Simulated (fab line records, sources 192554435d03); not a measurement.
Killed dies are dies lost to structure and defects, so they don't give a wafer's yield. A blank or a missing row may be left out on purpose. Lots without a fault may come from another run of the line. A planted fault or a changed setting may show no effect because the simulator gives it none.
fab line records | flow n5_finfet
record lots=6 wafers=18 last_day=19
route steps=1938 shown WELL_APT@20 PMOS_HMC_CHANNEL_EPI@57 BEOL_M4@1111
lots that met no fault: from a run of the same line without faults
start_h: hours from the record's first day to the start of the lot's first wafer shown | wait_h: hours since the lot's step before | " the same as in the row above | L1.1+2: a row that stands for several wafers | - no value, or no start given | * or withheld: withheld | < > ~ a bound
route shown NAME@n: a module of which the file shows steps, and the number in the route of the first | usual: mean/standard deviation of fault-free wafers | same: alike in all rows | chamber/n: place in a boat | sites: the reading at each site | _std_site: their standard deviation | _edge_site: outer sites' mean less inner sites' | radius_mm: how far each site lies from the wafer's centre | mask NAME#n: copy n | behind: the tool/chamber that last shaped the wafer | hold: why the lot was held/for how many hours/how that ended | device: the transistor (n, p or np) that didn't switch | end of line: the same wafers' tests at the end of the route | a step without rows: its recipe alone | killed: dies lost to structure and defects at the first sort, not the wafer's yield | map: a wafer's dies, x killed, . not, _ none there
set.NAME: the setting as run; set.NAME@STEP: as run at that earlier step | model.NAME: the simulator's own value behind a step, which no gauge read
lots at some steps of the route; a table a step, a row a wafer
services: from which hour (start_h, from the record's first day; less than 0 if before it) a tool's chamber was out of use, for how many hours, and why
## steps
# step N5_WELL_APT_HMDS_01
# recipe time_s=60 temp_c=120
# step N5_WELL_APT_COAT_02
# recipe spin_rpm=1357 resist_thk_nm=950
# step N5_WELL_APT_EBR_04
# recipe solvent=PGMEA ebr_width_mm=1.5
# step N5_WELL_APT_SOFTBAKE_03
# recipe temp_c=130 time_s=60
# step N5_WELL_APT_EXPOSE_05
# recipe mask_id=NWELL na=0.8 source_shape=conventional sigma_outer=0.8 polarization=unpolarized defocus_nm=0 target_cd_nm=200 dose_mj=20.3
# step N5_WELL_APT_PEB_06
# recipe peb_temp_c=130 peb_time_s=90
# step N5_WELL_APT_DEVELOP_07
# recipe develop_time_s=45 rinse_liquid=surfactant_rinse dry=air_spin dev_temp_c=21
# step N5_WELL_APT_HARDBAKE_12
# recipe temp_c=130 time_s=120
# step N5_WELL_APT_CD_MEAS_08
# recipe target_cd_nm=200 landing_energy_ev=500 detector=se_inlens
# usual cd_nm=199.5/1.6
# same landing_energy_ev=500
# columns lot.wafer tool chamber start_h wait_h cd_nm
L923.2 cd_sem-01 0 43.96 - 197.1
L923.3 " 0 " " 197.0
L923.5 " 0 " " 195.6
L925.1 cd_sem-02 0 55.82 - 200.1
L925.2 " 0 " " 199.1
L925.5 " 0 " " 201.8
L927.1 cd_sem-03 0 67.76 - 197.5
L927.3 " 0 " " 201.9
L927.4 " 0 " " 200.7
L928.2 cd_sem-01 0 73.70 - 199.6
L928.4 " 0 " " 202.0
L928.6 " 0 " " 199.3
L940.2 cd_sem-01 0 145.71 - 196.6
L940.5 " 0 " " 196.9
L940.6 " 0 " " 198.7
L941.2 cd_sem-01 0 151.60 - 198.1
L941.4 " 0 " " 200.9
L941.5 " 0 " " 199.7
# step N5_WELL_APT_OVL_MEAS_09
# recipe points_per_wafer=44
# usual NWELL_OVL=-1/6.6
# columns lot.wafer tool chamber start_h wait_h NWELL_OVL[nm]
L923.2 overlay-02 0 43.99 0.0 7
L923.3 " 0 " " 2
L923.5 " 0 " " 1
L925.1 overlay-01 0 55.85 0.0 1
L925.2 " 0 " " -1
L925.5 " 0 " " -7
L927.1 overlay-02 0 67.79 0.0 0
L927.3 " 0 " " -12
L927.4 " 0 " " -5
L928.2 overlay-02 0 73.73 0.0 -13
L928.4 " 0 " " -12
L928.6 " 0 " " -7
L940.2 overlay-02 0 145.74 0.0 -10
L940.5 " 0 " " 1
L940.6 " 0 " " -7
L941.2 overlay-01 0 151.63 0.0 -12
L941.4 " 0 " " -9
L941.5 " 0 " " 3
# step N5_WELL_APT_INSPECT_10
# recipe mode=adi inspect_instrument=macro
# usual raw_defect_count=2.2/1.6
# columns lot.wafer tool chamber start_h wait_h raw_defect_count
L923.2 defect_inspect-01 - 44.02 0.0 2
L923.3 " - " " 5
L923.5 " - " " 2
L925.1 defect_inspect-02 - 55.87 0.0 2
L925.2 " - " " 0
L925.5 " - " " 3
L927.1 defect_inspect-01 - 67.82 0.0 3
L927.3 " - " " 1
L927.4 " - " " 1
L928.2 defect_inspect-02 - 73.76 0.0 0
L928.4 " - " " 3
L928.6 " - " " 0
L940.2 defect_inspect-02 - 145.77 0.0 2
L940.5 " - " " 2
L940.6 " - " " 1
L941.2 defect_inspect-02 - 151.65 0.0 2
L941.4 " - " " 7
L941.5 " - " " 3
# step N5_WELL_APT_DESCUM_13
# recipe chemistry=O2 time_s=7.9 source_power_w=50 bias_power_w=20 pressure_mtorr=20 rf_frequency_hz=2.712e+07 temp_c=40 o2_flow_sccm=225
# usual drypump_motor_current_A=5.6/0.32 oes_product_au=0.79/0.077 rf_vpp_V=243.9/1.2 showerhead_plenum_p_Torr=2.13/0.063 throttle_valve_pct=20.5/0.34
# columns lot.wafer tool chamber start_h wait_h drypump_motor_current_A oes_product_au rf_hours_counter_h rf_vpp_V showerhead_plenum_p_Torr throttle_valve_pct
L923.2 rie_diel-03 0 44.05 0.0 5.3 0.72 201 245.0 2.17 20.9
L923.3 " 2 " " 6.2 0.76 154 243.5 2.12 20.6
L923.5 " 1 " " 5.7 0.82 - 242.7 2.15 20.4
L925.1 rie_diel-01 2 55.91 0.0 5.7 0.71 191 244.7 2.19 20.9
L925.2 " 1 " " 5.5 0.79 133 245.3 2.19 20.5
L925.5 " 3 " " 5.5 1.00 - 241.8 2.05 20.0
L927.1 rie_diel-03 1 67.94 0.1 5.8 0.82 77 244.0 2.14 20.4
L927.3 " 3 " " 5.2 0.75 122 244.1 2.12 20.5
L927.4 " 0 " " 5.3 0.71 210 244.0 2.17 20.9
L928.2 rie_diel-06 2 74.17 0.4 5.5 0.86 51 243.8 2.11 20.3
L928.4 " 1 " " 5.6 0.72 191 245.4 2.15 20.7
L928.6 " 3 " " 5.1 0.73 - 244.6 2.20 20.9
L940.2 rie_diel-06 0 145.80 0.0 5.9 0.84 63 241.9 2.01 20.0
L940.5 " 0 " " 5.9 0.84 - 241.4 2.01 20.0
L940.6 " 1 " " 5.6 0.71 - 243.5 2.14 20.7
L941.2 rie_diel-01 3 151.68 0.0 5.5 0.90 30 242.3 2.04 20.0
L941.4 " 0 " " 5.7 0.87 48 244.8 2.22 20.1
L941.5 " 3 " " 5.5 0.90 - 243.0 2.04 20.0
# step N5_WELL_APT_IMPLANT_14
# recipe species=P energy_kev=160 dose_cm2=1.5e+13 tilt_deg=0 rotation_deg=0
# usual beam_on_s=10.00/0.19 dose_ions_cm2=1.4998e+13/1.6e+10 faraday_current_uA=190/3.6
# columns lot.wafer tool chamber start_h wait_h beam_on_s dose_ions_cm2 faraday_current_uA
L923.2 implanter-01 0 44.19 0.1 9.77 1.5018e+13 195
L923.3 " 0 " " 9.85 1.4987e+13 193
L923.5 " 0 " " 10.23 1.4986e+13 186
L925.1 implanter-01 0 56.00 0.1 10.15 1.5002e+13 189
L925.2 " 0 " " 10.04 1.5001e+13 189
L925.5 " 0 " " 9.99 1.4968e+13 190
L927.1 implanter-01 0 68.04 0.1 9.81 1.4996e+13 194
L927.3 " 0 " " 9.85 1.4994e+13 192
L927.4 " 0 " " 10.01 1.5e+13 190
L928.2 implanter-02 0 74.30 0.1 9.83 1.5026e+13 193
L928.4 " 0 " " 9.95 1.5011e+13 191
L928.6 " 0 " " 10.07 1.4995e+13 188
L940.2 implanter-02 0 145.93 0.1 10.16 1.8068e+13 226
L940.5 " 0 " " 9.92 1.8085e+13 232
L940.6 " 0 " " 10.45 1.8043e+13 219
L941.2 implanter-02 0 151.81 0.1 9.87 1.8065e+13 232
L941.4 " 0 " " 10.12 1.8077e+13 227
L941.5 " 0 " " 10.25 1.8077e+13 225
# step N5_WELL_APT_IMPLANT_15
# recipe species=As energy_kev=25 dose_cm2=1.5e+13 tilt_deg=0 rotation_deg=0
# step N5_WELL_APT_STRIP_16
# recipe chemistry=SPM time_s=900 temp_c=130 h2so4_h2o2_vol_ratio=4 dry=ipa_marangoni
# step N5_WELL_APT_HMDS_18
# recipe time_s=60 temp_c=120
# step N5_WELL_APT_COAT_19
# recipe spin_rpm=1357 resist_thk_nm=950
# step N5_WELL_APT_EBR_21
# recipe solvent=PGMEA ebr_width_mm=1.5
# step N5_WELL_APT_SOFTBAKE_20
# recipe temp_c=130 time_s=60
# step N5_WELL_APT_EXPOSE_22
# recipe mask_id=PWELL na=0.8 source_shape=conventional sigma_outer=0.8 polarization=unpolarized defocus_nm=0 target_cd_nm=200 dose_mj=23.2
# step N5_WELL_APT_PEB_23
# recipe peb_temp_c=130 peb_time_s=90
# step N5_WELL_APT_DEVELOP_24
# recipe develop_time_s=45 rinse_liquid=surfactant_rinse dry=air_spin dev_temp_c=21
# step N5_WELL_APT_HARDBAKE_29
# recipe temp_c=130 time_s=120
# step N5_WELL_APT_CD_MEAS_25
# recipe target_cd_nm=200 landing_energy_ev=500 detector=se_inlens
# usual cd_nm=200.1/1.8
# same landing_energy_ev=500
# columns lot.wafer tool chamber start_h wait_h cd_nm
L923.2 cd_sem-01 0 45.22 - 201.5
L923.3 " 0 " " 199.3
L923.5 " 0 " " 201.6
L925.1 cd_sem-03 0 57.06 - 198.3
L925.2 " 0 " " 202.3
L925.5 " 0 " " 201.3
L927.1 cd_sem-01 0 69.10 - 200.6
L927.3 " 0 " " 197.9
L927.4 " 0 " " 198.4
L928.2 cd_sem-03 0 75.20 - 196.5
L928.4 " 0 " " 200.1
L928.6 " 0 " " 198.5
L940.2 cd_sem-01 0 146.96 - 201.8
L940.5 " 0 " " 196.8
L940.6 " 0 " " 203.3
L941.2 cd_sem-01 0 152.85 - 199.7
L941.4 " 0 " " 199.1
L941.5 " 0 " " 198.3
# step N5_WELL_APT_OVL_MEAS_26
# recipe points_per_wafer=44
# usual PWELL_OVL=0/4.9
# columns lot.wafer tool chamber start_h wait_h PWELL_OVL[nm]
L923.2 overlay-02 0 45.25 0.0 -10
L923.3 " 0 " " -8
L923.5 " 0 " " -6
L925.1 overlay-01 0 57.09 0.0 3
L925.2 " 0 " " -2
L925.5 " 0 " " 0
L927.1 overlay-01 0 69.13 0.0 0
L927.3 " 0 " " -8
L927.4 " 0 " " -4
L928.2 overlay-02 0 75.23 0.0 3
L928.4 " 0 " " -1
L928.6 " 0 " " 3
L940.2 overlay-01 0 146.99 0.0 2
L940.5 " 0 " " 5
L940.6 " 0 " " 11
L941.2 overlay-01 0 152.88 0.0 3
L941.4 " 0 " " 1
L941.5 " 0 " " -5
# step N5_WELL_APT_INSPECT_27
# recipe mode=adi inspect_instrument=macro
# usual raw_defect_count=2.1/1.4
# columns lot.wafer tool chamber start_h wait_h raw_defect_count
L923.2 defect_inspect-02 - 45.27 0.0 3
L923.3 " - " " 1
L923.5 " - " " 0
L925.1 defect_inspect-01 - 57.12 0.0 2
L925.2 " - " " 2
L925.5 " - " " 3
L927.1 defect_inspect-02 - 69.15 0.0 2
L927.3 " - " " 3
L927.4 " - " " 2
L928.2 defect_inspect-01 - 75.26 0.0 1
L928.4 " - " " 2
L928.6 " - " " 3
L940.2 defect_inspect-01 - 147.01 0.0 2
L940.5 " - " " 2
L940.6 " - " " 1
L941.2 defect_inspect-02 - 152.91 0.0 5
L941.4 " - " " 1
L941.5 " - " " 0
# step N5_WELL_APT_DESCUM_30
# recipe chemistry=O2 time_s=7.9 source_power_w=50 bias_power_w=20 pressure_mtorr=20 rf_frequency_hz=2.712e+07 temp_c=40 o2_flow_sccm=225
# usual drypump_motor_current_A=5.6/0.31 oes_product_au=0.80/0.075 rf_vpp_V=243.8/1.1 showerhead_plenum_p_Torr=2.13/0.061 throttle_valve_pct=20.5/0.34
# columns lot.wafer tool chamber start_h wait_h drypump_motor_current_A oes_product_au rf_hours_counter_h rf_vpp_V showerhead_plenum_p_Torr throttle_valve_pct
L923.2 rie_diel-06 3 45.30 0.0 5.2 0.75 134 245.1 2.20 20.9
L923.3 " 0 " " 5.9 0.90 26 242.3 2.02 19.9
L923.5 " 0 " " 5.9 0.91 - 242.1 2.02 20.0
L925.1 rie_diel-06 3 57.18 0.1 5.1 0.74 138 244.3 2.20 20.9
L925.2 " 1 " " 5.6 0.73 186 243.6 2.15 20.7
L925.5 " 2 " " 5.5 0.86 - 244.7 2.11 20.3
L927.1 rie_diel-01 3 69.26 0.1 5.5 0.97 6 242.4 2.05 19.9
L927.3 " 2 " " 5.6 0.72 195 243.6 2.19 20.9
L927.4 " 0 " " 5.7 0.92 22 246.0 2.23 20.0
L928.2 rie_diel-06 3 75.29 0.0 5.1 0.73 144 243.8 2.20 20.9
L928.4 " 1 " " 5.6 0.73 192 244.3 2.15 20.7
L928.6 " 2 " " 5.5 0.86 - 242.8 2.11 20.3
L940.2 rie_diel-06 3 147.12 0.1 5.1 0.72 169 244.0 2.19 20.9
L940.5 " 3 " " 5.1 0.71 - 245.1 2.19 20.9
L940.6 " 1 " " 5.6 0.70 - 244.8 2.14 20.8
L941.2 rie_diel-01 2 153.02 0.1 5.6 0.69 223 243.8 2.18 21.0
L941.4 " 3 " " 5.5 0.90 31 243.1 2.04 20.0
L941.5 " 0 " " 5.7 0.86 - 245.3 2.22 20.1
# step N5_WELL_APT_IMPLANT_31
# recipe species=B energy_kev=60 dose_cm2=1.5e+13 tilt_deg=0 rotation_deg=0
# step N5_WELL_APT_IMPLANT_32
# recipe species=BF2 energy_kev=50 dose_cm2=2e+13 tilt_deg=0 rotation_deg=0
# step N5_WELL_APT_STRIP_33
# recipe chemistry=SPM time_s=900 temp_c=130 h2so4_h2o2_vol_ratio=4 dry=ipa_marangoni
# step N5_WELL_APT_RTA_34
# recipe temp_c=1000 time_s=10 ambient=N2 idle_temp_c=600 ramp_up_c_per_s=150 ramp_down_c_per_s=60 cool_to_c=600
# usual lamp_power_pct=13.00/0.054 wafer_temp_C_max=1003.6/1.1
# columns lot.wafer tool chamber start_h wait_h lamp_power_pct wafer_temp_C_max
L923.2 rtp_anneal-02 0 46.08 0.0 12.97 1004.0
L923.3 " 0 " " 12.98 1004.2
L923.5 " 0 " " 13.03 1003.0
L925.1 rtp_anneal-01 0 57.94 0.0 13.05 1002.6
L925.2 " 0 " " 12.92 1004.2
L925.5 " 0 " " 12.98 1002.5
L927.1 rtp_anneal-01 0 70.02 0.0 13.00 1004.4
L927.3 " 0 " " 12.97 1003.8
L927.4 " 0 " " 12.96 1003.3
L928.2 rtp_anneal-01 0 76.16 0.1 12.96 1004.6
L928.4 " 0 " " 13.17 1005.3
L928.6 " 0 " " 12.99 1007.6
L940.2 rtp_anneal-02 0 147.92 0.0 12.98 1002.8
L940.5 " 0 " " 12.99 1004.3
L940.6 " 0 " " 12.89 1004.2
L941.2 rtp_anneal-02 0 153.80 0.0 13.03 1001.8
L941.4 " 0 " " 12.94 1004.0
L941.5 " 0 " " 13.10 1002.4
# step N5_WELL_APT_OXIDE_STRIP_42
# recipe chemistry=dHF dilution=25:1 time_s=45 temp_c=25 target=SiO2 target_depth_a=120
# step N5_WELL_APT_PRECLEAN_36
# recipe chemistry=O3/DIW time_s=45 temp_c=22 o3_ppm=10
# step N5_WELL_APT_PRECLEAN_39
# recipe chemistry=dHF time_s=60 dilution=150:1 temp_c=25
# step N5_WELL_APT_SRD_37
# recipe dry=ipa_marangoni do_ppb=5 time_s=30 temp_c=23 rinse_liquid=diw
# step N5_WELL_APT_EPI_41
# recipe material=Si target_thk_a=500 temp_c=650 precursor=SiH4/H2 pressure_torr=20 time_s=297.7
# usual throttle_valve_pct=11.49/0.23
# columns lot.wafer tool chamber start_h wait_h throttle_valve_pct
L923.2 epi_rpcvd-04 0 46.40 0.1 11.51
L923.3 " 0 " " 11.75
L923.5 " 0 " " 11.26
L925.1 epi_rpcvd-01 0 58.17 0.0 11.61
L925.2 " 0 " " 11.75
L925.5 " 0 " " 11.89
L927.1 epi_rpcvd-04 0 70.28 0.0 11.44
L927.3 " 0 " " 11.56
L927.4 " 0 " " 11.22
L928.2 epi_rpcvd-03 0 76.51 0.2 11.44
L928.4 " 0 " " 11.07
L928.6 " 0 " " 11.35
L940.2 epi_rpcvd-01 0 148.51 0.1 11.67
L940.5 " 0 " " 11.70
L940.6 " 0 " " 11.70
L941.2 epi_rpcvd-01 0 154.12 0.1 12.19
L941.4 " 0 " " 11.50
L941.5 " 0 " " 11.62
# step N5_WELL_APT_INSPECT_38
# recipe inspect_instrument=darkfield mode=post_epi
# usual raw_defect_count=13/4.8
# columns lot.wafer tool chamber start_h wait_h raw_defect_count
L923.2 defect_inspect-02 - 46.94 0.4 8
L923.3 " - " " 7
L923.5 " - " " 11
L925.1 defect_inspect-02 - 58.81 0.5 19
L925.2 " - " " 14
L925.5 " - " " 10
L927.1 defect_inspect-01 - 70.91 0.5 9
L927.3 " - " " 12
L927.4 " - " " 12
L928.2 defect_inspect-02 - 77.21 0.6 11
L928.4 " - " " 9
L928.6 " - " " 16
L940.2 defect_inspect-01 - 149.05 0.4 15
L940.5 " - " " 20
L940.6 " - " " 13
L941.2 defect_inspect-02 - 154.65 0.4 14
L941.4 " - " " 7
L941.5 " - " " 14
# step N5_PMOS_HMC_CHANNEL_EPI_HM_DEP_34
# recipe material=SiO2 target_thk_a=360 temp_c=400 precursor=TEOS/O2 pressure_torr=6.5 rf_w=900 teos_flow_sccm=161.4 gas=O2 flow_sccm=2650 time_s=6.9
# usual heater_power_outer_w=275/54 heater_power_w=520/54 showerhead_plenum_p_Torr=8.34/0.033 throttle_valve_pct=18.1/0.86
# columns lot.wafer tool chamber start_h wait_h heater_power_outer_w heater_power_w showerhead_plenum_p_Torr throttle_valve_pct
L923.2 pecvd-01 1 46.98 0.0 170 425 8.34 18.7
L923.3 " 0 " " 310 527 8.41 19.0
L923.5 " 1 " " 174 437 8.34 18.9
L925.1 pecvd-02 0 58.86 0.0 270 498 8.33 18.5
L925.2 " 1 " " 221 480 8.33 18.7
L925.5 " 2 " " 288 518 8.31 16.6
L927.1 pecvd-03 2 70.95 0.0 249 489 8.33 17.4
L927.3 " 0 " " 280 513 8.34 18.8
L927.4 " 0 " " 278 511 8.34 18.8
L928.2 pecvd-02 0 77.25 0.0 328 565 8.33 18.5
L928.4 " 2 " " 300 539 8.35 16.9
L928.6 " 0 " " 337 579 8.35 18.5
L940.2 pecvd-02 0 149.08 0.0 359 620 8.32 18.5
L940.5 " 0 " " 364 616 8.35 18.3
L940.6 " 2 " " 246 473 8.34 16.8
L941.2 pecvd-01 2 154.69 0.0 265 466 8.29 16.7
L941.4 " 0 " " 299 521 8.41 19.1
L941.5 " 1 " " 218 473 8.35 18.7
# step N5_PMOS_HMC_CHANNEL_EPI_COAT_31
# recipe resist=BARC temp_c=205 time_s=60 spin_rpm=1500 resist_thk_nm=66
# step N5_PMOS_HMC_CHANNEL_EPI_COAT_03
# recipe resist=CAR-ArF-block spin_rpm=1500 resist_thk_nm=205
# step N5_PMOS_HMC_CHANNEL_EPI_EBR_05
# recipe solvent=PGMEA ebr_width_mm=1.5
# step N5_PMOS_HMC_CHANNEL_EPI_SOFTBAKE_04
# recipe temp_c=110 time_s=60 resist=CAR-ArF-block
# step N5_BEOL_M4_RC_MEAS_101
# usual DIBL_N=36.1/1.6 DIBL_P=35.7/1.8 IOFF_N=0.159/0.027 IOFF_P=0.21/0.03 ION_N=673/10 ION_P=462/7.4 RS_NWELL=1036/6.4 SS_N=71.4/0.56 SS_P=73.2/0.61 VT_N=249.7/3 VT_P=-250/3.1
# columns lot.wafer tool chamber start_h wait_h DIBL_N[mV/V] DIBL_P[mV/V] IOFF_N[nA/um] IOFF_P[nA/um] ION_N[uA/um] ION_P[uA/um] RS_NWELL[ohm/sq] SS_N[mV/dec] SS_P[mV/dec] VT_N[mV] VT_P[mV]
L923.2 prober-02 0 192.03 0.2 35.6 33.5 0.143 0.19 659 454 1046 71.5 73.1 253.8 -250
L923.3 " 0 " " 37.0 35.8 0.177 0.22 662 457 1050 71.7 73.9 248.6 -247
L923.5 " 0 " " 37.5 35.7 0.181 0.23 667 464 1041 71.5 73.3 249.3 -249
L925.1 prober-01 0 199.26 0.3 37.0 35.0 0.156 0.19 680 459 1032 71.6 72.9 250.1 -249
L925.2 " 0 " " 36.6 35.1 0.156 0.20 679 470 1026 71.8 72.3 251.7 -250
L925.5 " 0 " " 37.1 34.1 0.142 0.18 660 450 1029 71.5 72.8 251.9 -253
L927.1 prober-02 0 220.72 0.0 35.0 34.5 0.155 0.19 666 451 1030 71.8 73.2 247.7 -251
L927.3 " 0 " " 35.5 35.5 0.153 0.19 673 463 1036 71.5 73.1 250.3 -252
L927.4 " 0 " " 36.4 35.6 0.173 0.20 677 459 1024 72.1 73.8 249.8 -251
L928.2 prober-02 0 227.44 0.2 34.4 33.7 0.118 0.18 658 457 1044 71.3 72.5 252.9 -249
L928.4 " 0 " " 34.6 33.3 0.117 0.18 667 463 1040 71.0 71.8 252.9 -250
L928.6 " 0 " " 36.6 35.8 0.153 0.22 660 463 1028 71.8 73.2 250.9 -247
L941.2 prober-02 0 329.06 0.2 39.1 38.5 0.197 0.30 681 470 933 71.4 74.1 245.4 -243
L941.4 " 0 " " 35.9 34.2 0.139 0.20 671 468 933 70.7 73.6 249.0 -250
L941.5 " 0 " " 38.1 36.9 0.179 0.26 678 473 929 71.4 73.8 247.1 -244
L940.2 prober-01 0 341.86 0.2 37.8 37.2 0.202 0.26 685 468 955 72.1 73.0 244.9 -243
L940.5 " 0 " " 37.4 35.8 0.194 0.23 672 464 942 72.0 73.5 246.2 -245
L940.6 " 0 " " 35.1 34.2 0.147 0.21 658 462 937 71.1 73.2 250.4 -248
## services
# columns tool chamber start_h hours kind
pecvd-02 2 21.12 - clean
pecvd-02 2 21.12 - consumable_replace:showerhead
pecvd-02 2 21.12 29.0 scheduled_down
pecvd-02 2 21.12 29.0 vent_cycle
rie_diel-03 - 32.33 1.6 repair
rie_diel-01 3 33.81 - clean
rie_diel-01 3 33.81 - consumable_replace:focus_ring
rie_diel-01 3 33.81 18.1 scheduled_down
rie_diel-01 3 33.81 18.1 vent_cycle
pecvd-01 0 35.32 5.5 scheduled_down
epi_rpcvd-04 - 42.98 2.8 pm
rie_diel-01 2 87.98 4.9 repair
rie_diel-01 3 105.08 9.1 repair
rie_diel-01 0 113.19 5.2 repair
rie_diel-06 2 113.32 8.0 repair
implanter-02 - 124.84 2.5 pm
implanter-01 - 129.18 32.0 pm
pecvd-02 1 130.79 30.3 repair
pecvd-02 - 139.70 0.8 repair
epi_rpcvd-01 - 140.88 7.5 repair
rie_diel-06 2 144.85 12.2 repair
pecvd-03 - 146.85 5.5 pm
## key
first_sign step=N5_WELL_APT_IMPLANT_14 reading=dose_ions_cm2 direction=up sigmas=99+ usual=1.4998e+13 struck=1.8069e+13
effect step=N5_WELL_APT_IMPLANT_14 reading=faraday_current_uA direction=up sigmas=10 usual=190 struck=227
effect step=N5_BEOL_M4_RC_MEAS_101 reading=RS_NWELL direction=down sigmas=15 usual=1036 struck=938
met_at N5_WELL_APT_IMPLANT_14
struck_wafers L940.2,L940.5,L940.6,L941.2,L941.4,L941.5
onset_between 74.30 145.93
fault kind=process_parameter_drift tool=implanter-02 chamber=- onset_h=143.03 steps=N5_WELL_APT_IMPLANT_14 channel=dose_cm2 offset=3.0696e+12 shape=step end_h=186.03 acts_in=these_recipes_only stated=1.5e+13
